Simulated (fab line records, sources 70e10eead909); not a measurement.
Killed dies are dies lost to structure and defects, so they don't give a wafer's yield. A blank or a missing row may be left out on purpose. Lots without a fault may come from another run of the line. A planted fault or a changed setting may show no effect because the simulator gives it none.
Chamber matching | flow nand_harc | NHARC_A_DECK1_JOINT_DEP_16 on pecvd-03: 3 sister chambers
The step deposits SiO2, target thk 45 nm. 3 wafers are shown with their chamber, then 7 later ones without.

WAFERS WITH THEIR CHAMBER
wafer  | chamber | throttle_valve_pct (%)
L971.3 | 0       | 16.0
L978.4 | 2       | 15.7
L978.5 | 1       | 16.4

WAFERS WITHOUT THEIR CHAMBER
wafer  | throttle_valve_pct (%)
L978.6 | 15.7
L980.1 | 15.7
L980.5 | 16.9
L980.6 | 15.9
L981.2 | 15.9
L981.5 | 15.6
L981.6 | 16.6

WHICH CHAMBER EACH WENT THROUGH
wafer  | from the rows above          | in truth
L978.6 | can't be placed: 2 or 0      | 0
L980.1 | can't be placed: 2 or 0      | 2
L980.5 | can't be placed: 1 or 0      | 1
L980.6 | can't be placed: 0 or 2 or 1 | 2
L981.2 | can't be placed: 0 or 2 or 1 | 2
L981.5 | can't be placed: 2 or 0      | 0
L981.6 | can't be placed: 1 or 0      | 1
Placed correctly: 0 of 7. Can't be placed from these rows: 7 (the true chamber is among the candidates in 7). Placed wrongly: 0.
How it was worked out, from the rows above alone: a wafer's distance from a chamber is the root of the sum, over the readings, of the square of ((its reading less the chamber's mean) divided by the reading's scatter). The wafer belongs to the nearest chamber; if the next one is less than 2 further off, it can't be placed. A chamber's mean is the mean of its shown wafers. The scatter: with one shown wafer a chamber, the root of the mean of the squares of how far each hidden wafer lies from its nearest shown one.
